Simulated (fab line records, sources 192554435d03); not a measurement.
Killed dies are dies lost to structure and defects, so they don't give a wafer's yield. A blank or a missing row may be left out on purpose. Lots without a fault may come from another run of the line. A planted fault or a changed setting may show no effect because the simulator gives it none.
Chamber matching | flow n5_finfet | N5_BEOL_M10_STRIP_67 on rie_diel-01: 4 sister chambers
The step strips in CF4. 4 wafers are shown with their chamber, then 8 later ones without.

WAFERS WITH THEIR CHAMBER
wafer  | chamber | drypump_motor_current_A (A)
L959.2 | 3       | 5.7
L959.3 | 0       | 6.5
L960.6 | 2       | 5.1
L974.1 | 1       | 5.7

WAFERS WITHOUT THEIR CHAMBER
wafer  | drypump_motor_current_A (A)
L974.5 | 6.5
L974.6 | 5.7
L975.2 | 5.7
L975.4 | 6.5
L975.6 | 5.0
L976.1 | 5.1
L976.3 | 5.7
L976.5 | 6.5

WHICH CHAMBER EACH WENT THROUGH
wafer  | from the rows above     | in truth
L974.5 | 0                       | 0
L974.6 | can't be placed: 1 or 3 | 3
L975.2 | can't be placed: 1 or 3 | 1
L975.4 | 0                       | 0
L975.6 | 2                       | 2
L976.1 | 2                       | 2
L976.3 | can't be placed: 1 or 3 | 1
L976.5 | 0                       | 0
Placed correctly: 5 of 8. Can't be placed from these rows: 3 (the true chamber is among the candidates in 3). Placed wrongly: 0.
How it was worked out, from the rows above alone: a wafer's distance from a chamber is the root of the sum, over the readings, of the square of ((its reading less the chamber's mean) divided by the reading's scatter). The wafer belongs to the nearest chamber; if the next one is less than 2 further off, it can't be placed. A chamber's mean is the mean of its shown wafers. The scatter: with one shown wafer a chamber, the root of the mean of the squares of how far each hidden wafer lies from its nearest shown one.
